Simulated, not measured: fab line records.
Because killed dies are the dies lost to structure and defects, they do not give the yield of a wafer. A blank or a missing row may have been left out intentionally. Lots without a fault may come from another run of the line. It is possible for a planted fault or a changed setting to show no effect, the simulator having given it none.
fab line records	flow n5Finfet
record: lots: 6	wafers: 18	lastDay: 17
route steps=1938 shown MOL_CONTACT_COAG@529 BEOL_M4@1111 PASSIVATION@1936
lots untouched by any fault: they come from a run of this same line in which no faults occurred
startH: start of the lot's first displayed wafer, in hours after the record's first day	waitH: how many hours have passed since the lot's step before this one	" as in the row above	L1.1+2: several wafers, shown together as one row	- either no value or no given start	* or withheld: withheld	< > ~ a bound
route shown NAME@n: names a module that has steps shown in the file, with the first one's number in the route	usual: mean and standard deviation over wafers with no fault	same: alike in all rows	chamber/n: place in a boat	sites: each site's reading	_std_site: their standard deviation	_edge_site: outer sites' mean less inner sites'	radiusMm: how far each site lies from the wafer's centre	mask NAME#n: copy n	behind: the tool/chamber that last shaped the wafer	hold: reason for holding the lot/hours on hold/outcome of the hold	device: names the non-switching transistor (n, p or np)	end of line: tests of these same wafers at the route's end	step lacking rows: just its recipe	killed: count of dies lost to structure and defects at first sort (not the wafer's yield)	map: a wafer's dies, x killed, . not, _ none there
set.NAME: the setting the step ran with; set.NAME@STEP: the setting that earlier step ran with	model.NAME: the simulator's own value behind a step, which no gauge read
lots at selected steps of the route; one table per step, one row per wafer
services: a tool's chamber out of use, with start hour (startH, from the record's first day; less than 0 if before it), hours out, and reason
== steps ==
step: N5_MOL_CONTACT_COAG_DESCUM_13
recipe: chemistry: O2	timeS: 7	sourcePowerW: 50	biasPowerW: 20	pressureMtorr: 20	rfFrequencyHz: 2.712e+07	tempC: 40	resist: CAR-EUV	o2FlowSccm: 225
step: N5_MOL_CONTACT_COAG_ETCH_59
recipe: chemistry: N2/H2	target: underlayer	targetDepthA: 130	maskMaterial: CAR-EUV	timeS: 10.4	ionEnergyEv: 200	pressureMtorr: 30	sourceW: 840	biasW: 150	n2FlowSccm: 200	h2FlowSccm: 200	ends: cleared
usual: chamberPressureMTorr: 30.002/0.028	drypumpMotorCurrentA: 5.7/0.38	etchRfOnTimeS: 10.37/0.22	oesProductAu: 0.71/0.067	rfVppV: 524.1/2.8	showerheadPlenumPTorr: 2.55/0.092	throttleValvePct: 17.79/0.2
lot.wafer	tool	chamber	startH	waitH	chamberPressureMTorr	drypumpMotorCurrentA	etchRfOnTimeS	oesProductAu	rfHoursCounterH	rfVppV	showerheadPlenumPTorr	throttleValvePct
L147.2	rieDiel-05	1	89.35	0.0	29.967	5.9	10.41	0.75	32	525.8	2.59	17.35
L147.3	"	2	"	"	29.993	5.8	10.51	0.61	225	523.1	2.52	17.96
L147.6	"	2	"	"	29.985	5.8	10.44	0.61	-	522.9	2.52	17.96
L156.2	rieDiel-02	2	140.25	0.0	30.036	5.6	10.24	0.80	28	528.5	2.70	17.85
L156.3	"	1	"	"	30.017	5.9	10.40	0.63	176	521.3	2.42	17.77
L156.6	"	2	"	"	29.998	5.6	10.30	0.79	-	528.4	2.70	17.83
L159.2	rieDiel-05	0	164.12	0.0	29.993	5.7	10.57	0.67	119	526.0	2.66	17.84
L159.4	"	1	"	"	29.971	5.9	10.45	0.71	-	524.3	2.58	17.41
L159.6	"	0	"	"	29.994	5.7	10.60	0.67	-	526.2	2.66	17.83
L161.3	rieDiel-04	3	176.73	0.0	29.986	5.0	10.17	0.72	60	524.7	2.58	17.84
L161.4	"	3	"	"	29.993	5.0	10.09	0.73	-	525.0	2.58	17.84
L161.6	"	1	"	"	30.008	5.8	10.47	0.70	-	520.5	2.48	17.99
L168.1	rieDiel-05	2	214.40	0.0	29.982	5.8	10.37	0.80	11	521.8	2.50	17.58
L168.3	"	3	"	"	30.005	5.6	10.32	0.74	43	522.8	2.49	18.09
L168.5	"	3	"	"	29.978	5.6	10.41	0.73	-	521.5	2.49	18.07
L169.1	rieDiel-04	3	218.76	0.0	30.016	5.0	10.23	0.71	77	524.8	2.57	17.89
L169.2	"	1	"	"	29.972	5.9	10.46	0.68	91	521.9	2.47	18.00
L169.6	"	1	"	"	29.956	5.9	10.54	0.69	-	520.7	2.47	18.01
step: N5_MOL_CONTACT_COAG_ETCH_105
recipe: chemistry: CF4	target: SiARC	targetDepthA: 156	maskMaterial: CAR-EUV	timeS: 26	ionEnergyEv: 80	pressureMtorr: 40	sourceW: 545	biasW: 36	Ar_flow_sccm: 100	cf4FlowSccm: 100	ends: cleared
usual: chamberPressureMTorr: 40.00/0.039	drypumpMotorCurrentA: 5.7/0.38	etchRfOnTimeS: 25.9/0.56	oesProductAu: 0.71/0.067	rfVppV: 184.2/1.2	showerheadPlenumPTorr: 2.15/0.074	throttleValvePct: 15.54/0.19
lot.wafer	tool	chamber	startH	waitH	chamberPressureMTorr	drypumpMotorCurrentA	etchRfOnTimeS	oesProductAu	rfHoursCounterH	rfVppV	showerheadPlenumPTorr	throttleValvePct
L147.2	rieDiel-05	1	89.37	0.0	40.01	5.9	26.3	0.75	32	184.1	2.18	15.13
L147.3	"	2	"	"	39.96	5.8	26.2	0.61	225	183.4	2.12	15.73
L147.6	"	2	"	"	39.94	5.8	26.6	0.61	-	184.3	2.12	15.73
L156.2	rieDiel-02	2	140.27	0.0	40.03	5.6	25.3	0.80	28	184.4	2.27	15.59
L156.3	"	1	"	"	39.95	5.9	25.3	0.64	176	182.6	2.05	15.69
L156.6	"	2	"	"	40.03	5.6	25.2	0.79	-	185.8	2.27	15.59
L159.2	rieDiel-05	0	164.14	0.0	39.99	5.7	26.8	0.67	119	186.3	2.23	15.65
L159.4	"	1	"	"	40.01	5.9	26.3	0.72	-	184.3	2.17	15.17
L159.6	"	0	"	"	40.08	5.7	26.9	0.66	-	184.5	2.23	15.64
L161.3	rieDiel-04	3	176.75	0.0	40.00	5.0	25.2	0.73	60	183.5	2.17	15.56
L161.4	"	3	"	"	39.99	5.0	25.4	0.73	-	183.9	2.17	15.55
L161.6	"	1	"	"	40.01	5.9	26.0	0.70	-	184.3	2.08	15.63
L168.1	rieDiel-05	2	214.42	0.0	40.00	5.9	26.3	0.79	11	182.6	2.11	15.29
L168.3	"	3	"	"	39.96	5.7	26.3	0.73	43	183.0	2.09	15.75
L168.5	"	3	"	"	39.97	5.7	26.3	0.73	-	183.6	2.09	15.77
L169.1	rieDiel-04	3	218.78	0.0	39.95	5.0	25.3	0.71	77	184.7	2.16	15.61
L169.2	"	1	"	"	40.04	5.8	26.0	0.69	91	181.7	2.07	15.67
L169.6	"	1	"	"	40.01	5.8	26.3	0.69	-	183.2	2.07	15.65
step: N5_MOL_CONTACT_COAG_ETCH_106
recipe: chemistry: N2/H2	target: SOC	targetDepthA: 800	overetchA: 160	maskMaterial: SiARC	tempC: 40	timeS: 120	ionEnergyEv: 200	pressureMtorr: 30	sourceW: 840	biasW: 150	n2FlowSccm: 200	h2FlowSccm: 200
step: N5_MOL_CONTACT_COAG_STRIP_107
recipe: chemistry: N2/H2	tempC: 40	n2FlowSccm: 200	h2FlowSccm: 200	rfFrequencyHz: 6e+07
step: N5_MOL_CONTACT_COAG_STRIP_108
recipe: chemistry: N2/H2	tempC: 40	n2FlowSccm: 200	h2FlowSccm: 200	rfFrequencyHz: 6e+07
step: N5_MOL_CONTACT_COAG_CONTACT_ETCH_14
recipe: chemistry: C4F6/O2	target: SiO2	targetDepthA: 275	overetchA: 85	maskMaterial: SOC	pressureMtorr: 30	sourceW: 370	biasW: 185	Ar_flow_sccm: 300	C4F6_flow_sccm: 16	O2_flow_sccm: 10	timeS: 20	ionEnergyEv: 259.6
usual: chamberPressureMTorr: 30.003/0.027	drypumpMotorCurrentA: 5.7/0.38	oesProductAu: 0.70/0.061	rfVppV: 693/3.5	showerheadPlenumPTorr: 2.88/0.1	throttleValvePct: 21.21/0.22
lot.wafer	tool	chamber	startH	waitH	chamberPressureMTorr	drypumpMotorCurrentA	oesProductAu	rfHoursCounterH	rfVppV	showerheadPlenumPTorr	throttleValvePct
L147.2	rieDiel-05	1	89.50	0.0	29.992	5.9	0.74	32	694	2.92	20.73
L147.3	"	2	"	"	30.030	5.8	0.61	225	691	2.85	21.35
L147.6	"	2	"	"	29.977	5.8	0.61	-	692	2.85	21.34
L156.2	rieDiel-02	2	140.40	0.0	30.018	5.6	0.78	28	698	3.06	21.36
L156.3	"	1	"	"	30.053	6.0	0.62	176	688	2.76	21.33
L156.6	"	2	"	"	29.950	5.6	0.78	-	699	3.06	21.36
L159.2	rieDiel-05	0	164.27	0.0	29.988	5.7	0.68	119	697	3.01	21.35
L159.4	"	1	"	"	29.973	5.9	0.72	-	694	2.91	20.78
L159.6	"	0	"	"	29.995	5.7	0.67	-	698	3.01	21.36
L161.3	rieDiel-04	3	176.88	0.0	30.018	5.0	0.72	60	694	2.91	21.21
L161.4	"	3	"	"	30.015	5.0	0.72	-	696	2.91	21.21
L161.6	"	1	"	"	29.966	5.8	0.70	-	691	2.80	21.35
L168.1	rieDiel-05	2	214.55	0.0	30.026	5.8	0.79	11	690	2.83	21.02
L168.3	"	3	"	"	30.050	5.7	0.73	44	690	2.80	21.44
L168.5	"	3	"	"	30.004	5.7	0.72	-	691	2.80	21.45
L169.1	rieDiel-04	3	218.91	0.0	30.030	5.0	0.70	77	694	2.90	21.24
L169.2	"	1	"	"	30.009	5.9	0.69	91	690	2.79	21.37
L169.6	"	1	"	"	30.043	5.8	0.69	-	690	2.79	21.36
step: N5_MOL_CONTACT_COAG_STRIP_109
recipe: chemistry: C4F6/O2	resist: SiARC	rfFrequencyHz: 6e+07
step: N5_MOL_CONTACT_COAG_ETCH_15
recipe: chemistry: CH3F/O2	target: SiNx	targetDepthA: 70	maskMaterial: SOC	stopOn: Si:P	overEtchFrac: 0.75	ionEnergyEv: 120	pressureMtorr: 30	sourceW: 395	biasW: 73	Ar_flow_sccm: 150	CH3F_flow_sccm: 30	O2_flow_sccm: 20
usual: chamberPressureMTorr: 30.002/0.025	drypumpMotorCurrentA: 5.7/0.38	oesProductAu: 0.60/0.052	rfVppV: 298.1/2.6	showerheadPlenumPTorr: 2.00/0.074	throttleValvePct: 16.27/0.2
lot.wafer	tool	chamber	startH	waitH	chamberPressureMTorr	drypumpMotorCurrentA	oesProductAu	rfHoursCounterH	rfVppV	showerheadPlenumPTorr	throttleValvePct
L147.2	rieDiel-05	1	89.53	0.0	30.029	5.9	0.65	32	296.7	2.03	15.82
L147.3	"	2	"	"	30.019	5.8	0.52	226	295.5	1.98	16.46
L147.6	"	2	"	"	29.969	5.8	0.52	-	295.2	1.98	16.45
L156.2	rieDiel-02	2	140.43	0.0	29.967	5.6	0.68	28	301.4	2.13	16.33
L156.3	"	1	"	"	30.031	5.8	0.54	176	295.8	1.91	16.42
L156.6	"	2	"	"	29.997	5.6	0.68	-	300.0	2.13	16.33
L159.2	rieDiel-05	0	164.31	0.0	30.019	5.7	0.57	119	300.7	2.10	16.41
L159.4	"	1	"	"	29.979	5.9	0.61	-	296.3	2.02	15.88
L159.6	"	0	"	"	30.015	5.7	0.58	-	298.9	2.10	16.40
L161.3	rieDiel-04	3	176.91	0.0	29.991	5.0	0.61	60	292.2	2.02	16.28
L161.4	"	3	"	"	29.989	5.0	0.61	-	294.4	2.02	16.28
L161.6	"	1	"	"	30.005	5.8	0.59	-	299.1	1.94	16.39
L168.1	rieDiel-05	2	214.58	0.0	30.043	5.8	0.68	11	298.2	1.97	16.05
L168.3	"	3	"	"	29.969	5.6	0.62	44	298.0	1.95	16.48
L168.5	"	3	"	"	30.051	5.6	0.62	-	297.7	1.95	16.47
L169.1	rieDiel-04	3	218.94	0.0	30.012	5.0	0.60	77	294.5	2.02	16.30
L169.2	"	1	"	"	30.004	5.8	0.59	91	299.8	1.94	16.41
L169.6	"	1	"	"	29.983	5.8	0.59	-	299.5	1.94	16.41
step: N5_MOL_CONTACT_COAG_ETCH_110
recipe: chemistry: CF4/O2	target: Si	targetDepthA: 25	timeS: 8	pressureMtorr: 100	sourceW: 200	biasW: 12	ionEnergyEv: 60	Ar_flow_sccm: 100	cf4FlowSccm: 100	O2_flow_sccm: 10
usual: chamberPressureMTorr: 100.01/0.09	drypumpMotorCurrentA: 5.7/0.38	oesProductAu: 0.83/0.079	rfVppV: 127.8/1.4	showerheadPlenumPTorr: 2.23/0.076	throttleValvePct: 10.65/0.21
lot.wafer	tool	chamber	startH	waitH	chamberPressureMTorr	drypumpMotorCurrentA	oesProductAu	rfHoursCounterH	rfVppV	showerheadPlenumPTorr	throttleValvePct
L147.2	rieDiel-05	1	89.59	0.0	100.09	5.9	0.88	32	126.3	2.27	10.24
L147.3	"	2	"	"	100.09	5.8	0.70	226	126.5	2.20	10.98
L147.6	"	2	"	"	100.18	5.8	0.71	-	126.3	2.20	10.97
L156.2	rieDiel-02	2	140.49	0.0	100.15	5.6	0.94	28	128.9	2.36	10.61
L156.3	"	1	"	"	100.11	5.9	0.74	176	126.5	2.13	10.88
L156.6	"	2	"	"	100.00	5.6	0.94	-	129.8	2.36	10.61
L159.2	rieDiel-05	0	164.37	0.0	99.94	5.7	0.79	119	129.0	2.32	10.77
L159.4	"	1	"	"	99.98	5.9	0.82	-	126.8	2.26	10.32
L159.6	"	0	"	"	99.95	5.7	0.78	-	128.5	2.32	10.77
L161.3	rieDiel-04	3	176.97	0.0	99.95	5.0	0.85	60	123.6	2.25	10.63
L161.4	"	3	"	"	99.91	5.0	0.85	-	125.5	2.25	10.63
L161.6	"	1	"	"	100.05	5.9	0.82	-	127.3	2.16	10.72
L168.1	rieDiel-05	2	214.64	0.0	100.12	5.8	0.92	11	128.3	2.19	10.34
L168.3	"	3	"	"	99.94	5.6	0.85	44	127.3	2.17	10.80
L168.5	"	3	"	"	99.90	5.6	0.86	-	127.6	2.17	10.78
L169.1	rieDiel-04	3	219.00	0.0	100.11	5.0	0.83	77	124.9	2.24	10.66
L169.2	"	1	"	"	100.04	5.9	0.80	91	127.0	2.15	10.76
L169.6	"	1	"	"	100.12	5.8	0.80	-	127.4	2.15	10.77
step: N5_MOL_CONTACT_COAG_STRIP_98
recipe: chemistry: N2/H2	powerW: 500	tempC: 40	pressureMtorr: 50	rfFrequencyHz: 6e+07	overashFraction: 0.3	biasPowerW: 8	h2Frac: 0.5	n2FlowSccm: 300	h2FlowSccm: 300
step: N5_MOL_CONTACT_COAG_CD_MEAS_99
recipe: targetCdNm: 17.2	polarity: opening
usual: cdNm: 17.3/0.33
lot.wafer	tool	chamber	startH	waitH	cdNm
L147.2	cdSem-01	-	89.71	-	16.9
L147.3	"	-	"	"	16.7
L147.6	"	-	"	"	17.0
L156.2	cdSem-03	-	140.61	-	17.3
L156.3	"	-	"	"	17.0
L156.6	"	-	"	"	17.6
L159.2	cdSem-01	-	164.49	-	17.1
L159.4	"	-	"	"	17.4
L159.6	"	-	"	"	16.9
L161.3	cdSem-02	-	177.10	-	17.3
L161.4	"	-	"	"	17.4
L161.6	"	-	"	"	17.0
L168.1	cdSem-01	-	214.76	-	17.2
L168.3	"	-	"	"	17.2
L168.5	"	-	"	"	17.3
L169.1	cdSem-02	-	219.12	-	17.6
L169.2	"	-	"	"	17.7
L169.6	"	-	"	"	17.2
step: N5_MOL_CONTACT_COAG_IMPLANT_129
recipe: species: Ge	energyKev: 3	doseCm2: 6e+14	tiltDeg: 0	rotationDeg: 0
usual: beamEnergyKeV: 3.0001/0.0009	endStationPressureTorr: 5.9e-06/3.8e-07
lot.wafer	tool	chamber	startH	waitH	beamEnergyKeV	endStationPressureTorr	model.implant.rpNm	model.implant.drpNm
L147.2	implanter-02	0	89.77	0.1	2.9986	6.2e-06	6.089	2.134
L147.3	"	0	"	"	3.0012	6e-06	6.089	2.134
L147.6	"	0	"	"	2.9985	5.4e-06	6.089	2.134
L156.2	implanter-01	0	140.68	0.1	3.0007	5.7e-06	6.026	2.134
L156.3	"	0	"	"	2.9996	5.9e-06	6.026	2.134
L156.6	"	0	"	"	3.0002	6.1e-06	6.026	2.134
L159.2	implanter-01	0	164.55	0.1	1.5535	1.01e-05	4.254	1.432
L159.4	"	0	"	"	1.5554	1.06e-05	4.254	1.432
L159.6	"	0	"	"	1.5552	1.08e-05	4.254	1.432
L161.3	implanter-01	0	177.19	0.1	1.5540	1.06e-05	4.347	1.432
L161.4	"	0	"	"	1.5538	1.05e-05	4.347	1.432
L161.6	"	0	"	"	1.5537	1.05e-05	4.347	1.432
L168.1	implanter-02	0	214.79	0.0	2.9998	6.3e-06	6.048	2.134
L168.3	"	0	"	"	3.0013	5.7e-06	6.048	2.134
L168.5	"	0	"	"	3.0000	6e-06	6.048	2.134
L169.1	implanter-02	0	219.16	0.0	2.9996	6.4e-06	5.977	2.134
L169.2	"	0	"	"	3.0000	6.1e-06	5.977	2.134
L169.6	"	0	"	"	2.9996	6e-06	5.977	2.134
step: N5_MOL_CONTACT_COAG_PRECLEAN_111
recipe: chemistry: NF3:NH3	afsCycles: 1	tempC: 30	timeS: 20	sublimationTempC: 180	sublimationTimeS: 60	pressureTorr: 3	rfPowerW: 30
step: N5_BEOL_M4_RC_MEAS_101
usual: DIBL_N: 36.2/1.5	DIBL_P: 36.2/1.7	IOFF_N: 0.155/0.021	IOFF_P: 0.216/0.026	ION_N: 674/11	ION_P: 464/6.8	SS_N: 71.5/0.56	SS_P: 73.3/0.6	VT_N: 250.2/2.6	VT_P: -249.3/2.5
lot.wafer	tool	chamber	startH	waitH	DIBL_N[mV/V]	DIBL_P[mV/V]	IOFF_N[nA/um]	IOFF_P[nA/um]	ION_N[uA/um]	ION_P[uA/um]	SS_N[mV/dec]	SS_P[mV/dec]	VT_N[mV]	VT_P[mV]
L147.2	prober-01	0	176.71	0.2	35.9	35.0	0.167	0.203	685	461	71.6	72.9	246.8	-251.3
L147.3	"	0	"	"	36.2	36.6	0.182	0.232	673	462	71.9	74.0	245.1	-248.9
L147.6	"	0	"	"	34.5	34.2	0.146	0.193	662	458	71.1	73.6	249.7	-250.9
L156.2	prober-01	0	217.42	0.2	34.8	36.4	0.145	0.204	672	460	72.3	73.4	253.2	-250.8
L156.3	"	0	"	"	35.2	36.6	0.159	0.211	671	460	72.3	73.0	250.2	-249.9
L156.6	"	0	"	"	35.3	37.0	0.158	0.215	664	461	71.4	73.1	248.6	-250.1
L159.2	prober-02	0	241.21	0.2	36.7	36.8	0.158	0.241	679	470	71.4	72.6	248.9	-245.2
L159.4	"	0	"	"	35.6	35.2	0.140	0.219	678	467	70.7	72.4	252.5	-247.7
L159.6	"	0	"	"	36.0	36.1	0.139	0.227	675	474	70.7	72.2	250.7	-248.8
L161.3	prober-01	0	243.45	0.3	36.2	37.8	0.166	0.207	689	468	71.2	73.8	248.4	-251.7
L161.4	"	0	"	"	36.2	37.4	0.159	0.205	686	461	71.6	73.4	250.4	-249.3
L161.6	"	0	"	"	36.1	37.7	0.153	0.204	677	459	71.3	73.5	251.7	-252.7
L168.1	prober-01	0	303.57	0.0	35.8	34.7	0.136	0.208	680	473	71.1	72.9	252.3	-250.1
L168.3	"	0	"	"	36.6	35.5	0.141	0.213	673	469	70.9	73.7	251.9	-248.8
L168.5	"	0	"	"	37.1	36.0	0.152	0.217	666	467	72.1	73.9	251.5	-248.7
L169.1	prober-01	0	308.89	0.0	34.9	35.6	0.152	0.194	680	460	71.5	74.0	252.0	-250.5
L169.2	"	0	"	"	36.5	35.7	0.163	0.209	665	458	71.3	73.4	249.4	-249.4
L169.6	"	0	"	"	34.9	35.9	0.151	0.200	686	470	70.7	73.7	250.2	-252.1
step: N5_PASSIVATION_PROBE_49
usual: defectLimitedYield: 91.3/1.3	killed_at_M0_to_M3: 32/11	killed_at_M4_up: 15/5.6	killedAtContacts: 12/6	killedAtFrontEnd: 40/11	killedAtOther: 3.5/2.6	killedDies: 102/15	killedOpen: 67/12	killedShort: 34/7.3	sort_bin_5_function: 5.1/0.85	sort_bin_6_memory: 3.2/0.61	sortNPass: 1078/15	sortYieldPct: 91.3/1.3
same: grossDies: 1180	killedAtBackSide: 0	sort_bin_4_leakage[%]: 0	sort_bin_8_speed[%]: 0
lot.wafer	tool	chamber	startH	waitH	defectLimitedYield[%]	killed_at_M0_to_M3	killed_at_M4_up	killedAtContacts	killedAtFrontEnd	killedAtOther	killedDies	killedOpen	killedShort	sort_bin_5_function[%]	sort_bin_6_memory[%]	sortNPass	sortYieldPct[%]
L147.2	prober-01	-	288.18	0.2	91.7	16	13	15	51	3	98	61	36	4.2	3.7	1082	91.7
L147.3	prober-01	-	288.23	0.3	89.9	20	13	16	63	7	119	65	53	5.9	3.4	1061	89.9
L147.6	prober-01	-	288.38	0.4	89.7	21	26	13	58	3	121	72	48	5.9	3.8	1059	89.7
L156.2	prober-01	-	319.99	0.1	91.9	32	10	9	38	6	95	61	32	5.5	2.4	1085	91.9
L156.3	prober-01	-	320.04	0.1	89.2	56	17	13	37	5	128	84	41	6.7	3.3	1052	89.2
L156.6	prober-01	-	320.19	0.3	91.4	35	11	12	39	4	101	62	36	4.6	3.7	1079	91.4
L169.1	prober-02	-	410.04	0.0	92.9	19	11	7	43	4	84	61	22	4.4	2.7	1096	92.9
L169.2	prober-02	-	410.09	0.1	91.5	23	15	24	37	1	100	73	27	5.2	3.0	1080	91.5
L169.6	prober-02	-	410.29	0.3	93.7	20	8	6	39	1	74	51	22	4.2	1.8	1106	93.7
killed by level:class
L147.2 FIN_SAQP:geometricParticle:open=15 MOL_CONTACT_COAG:geometricParticle:open=10 STI_FIN_REVEAL:geometricParticle:open=9 FIN_SAQP:geometricParticle:short=7 MOL_CONTACT_COAG:geometricParticle:short=5 BEOL_M0_SAQP:geometricParticle:open=4 BEOL_M2:geometricParticle:open=4 BEOL_M4:geometricParticle:short=4
L147.3 FIN_SAQP:geometricParticle:short=21 FIN_SAQP:geometricParticle:open=19 MOL_CONTACT_COAG:geometricParticle:open=14 GATE_CUT:geometricParticle:short=7 BEOL_M2:geometricParticle:open=5 BEOL_M0_SAQP:geometricParticle:short=4 STI_FIN_REVEAL:geometricParticle:open=4 BEOL_M3:geometricParticle:open=4
L147.6 FIN_SAQP:geometricParticle:short=15 FIN_SAQP:geometricParticle:open=14 BEOL_M4:geometricParticle:open=10 MOL_CONTACT_COAG:geometricParticle:open=8 BEOL_M5:geometricParticle:open=8 STI_FIN_REVEAL:geometricParticle:open=6 MOL_CONTACT_COAG:geometricParticle:short=5 DUMMY_GATE:geometricParticle:open=5
L156.2 BEOL_M0_SAQP:geometricParticle:short=11 BEOL_M0_SAQP:geometricParticle:open=9 DUMMY_GATE:geometricParticle:open=7 MOL_CONTACT_COAG:geometricParticle:open=7 FIN_SAQP:geometricParticle:open=5 STI_FIN_REVEAL:geometricParticle:open=5 BEOL_M3:geometricParticle:open=5 BEOL_M8:geometricParticle:open=4
L156.3 BEOL_M0_SAQP:geometricParticle:open=21 BEOL_M3:geometricParticle:open=12 FIN_SAQP:geometricParticle:short=9 MOL_CONTACT_COAG:geometricParticle:open=9 BEOL_M0_SAQP:geometricParticle:short=9 FIN_SAQP:geometricParticle:open=8 DUMMY_GATE:geometricParticle:open=5 BEOL_M0:geometricParticle:open=5
L156.6 BEOL_M0_SAQP:geometricParticle:open=15 BEOL_M0_SAQP:geometricParticle:short=12 FIN_SAQP:geometricParticle:short=10 MOL_CONTACT_COAG:geometricParticle:open=10 FIN_SAQP:geometricParticle:open=9 STI_FIN_REVEAL:geometricParticle:open=7 BEOL_M4:geometricParticle:open=4 STARTING-WAFER:geometricParticle:open=4
L169.1 FIN_SAQP:geometricParticle:open=15 MOL_CONTACT_COAG:geometricParticle:open=6 BEOL_M2:geometricParticle:open=5 STI_FIN_REVEAL:geometricParticle:open=4 BEOL_M4:geometricParticle:open=4 STARTING-WAFER:geometricParticle:open=4 STARTING-WAFER:geometricParticle:short=4 DUMMY_GATE:geometricParticle:open=3
L169.2 MOL_CONTACT_COAG:geometricParticle:open=19 BEOL_M2:geometricParticle:open=13 STI_FIN_REVEAL:geometricParticle:open=9 BEOL_M4:geometricParticle:open=8 FIN_SAQP:geometricParticle:open=6 STI_FIN_REVEAL:geometricParticle:short=6 MOL_CONTACT_COAG:geometricParticle:short=5 BEOL_M3:geometricParticle:open=4
L169.6 FIN_SAQP:geometricParticle:short=11 FIN_SAQP:geometricParticle:open=10 STI_FIN_REVEAL:geometricParticle:open=7 BEOL_M2:geometricParticle:open=5 MOL_CONTACT_COAG:geometricParticle:open=5 BEOL_M1:geometricParticle:open=5 BEOL_M0_SAQP:geometricParticle:open=3 BEOL_M4:geometricParticle:open=3
== services ==
tool	chamber	startH	hours	kind
rieDiel-05	3	72.46	6.0	repair
rieDiel-05	3	79.03	-	clean
rieDiel-05	3	79.03	-	consumableReplace:focusRing
rieDiel-05	3	79.03	22.2	scheduledDown
rieDiel-05	3	79.03	22.2	ventCycle
implanter-02	-	82.80	3.0	repair
rieDiel-04	0	85.48	1.2	repair
rieDiel-05	-	85.59	0.9	repair
implanter-01	-	119.08	1.7	repair
rieDiel-04	2	121.14	23.0	repair
rieDiel-05	0	131.14	2.1	repair
rieDiel-04	0	140.08	11.9	repair
rieDiel-02	2	148.16	3.1	repair
rieDiel-05	2	160.82	-	clean
rieDiel-05	2	160.82	-	consumableReplace:esc
rieDiel-05	2	160.82	-	consumableReplace:focusRing
rieDiel-05	2	160.82	23.6	scheduledDown
rieDiel-05	2	160.82	23.6	ventCycle
implanter-01	-	160.91	3.6	repair
rieDiel-04	0	167.44	22.2	repair
rieDiel-04	-	173.55	2.8	pm
rieDiel-02	-	192.50	0.7	repair
rieDiel-04	1	193.71	6.3	repair
rieDiel-02	0	201.88	9.7	repair
== key ==
firstSign: step: N5_MOL_CONTACT_COAG_IMPLANT_129	reading: beamEnergyKeV	direction: down	sigmas: 99+	usual: 3.0001	struck: 1.5543
effect: step: N5_MOL_CONTACT_COAG_IMPLANT_129	reading: endStationPressureTorr	direction: up	sigmas: 12	usual: 5.9e-06	struck: 1.05e-05
modelEffect: step: N5_MOL_CONTACT_COAG_IMPLANT_129	value: implant.rpNm	without: 6.107	struck: 4.301
metAt N5_MOL_CONTACT_COAG_IMPLANT_129
struckWafers L159.2,L159.4,L159.6,L161.3,L161.4,L161.6
onsetBetween 140.68 164.55
fault: kind: processParameterDrift	tool: implanter-01	chamber: -	onsetH: 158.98	steps: N5_MOL_CONTACT_COAG_IMPLANT_129	channel: energyKev	offset: -1.4458	shape: step	endH: 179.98	actsIn: theseRecipesOnly	stated: 3
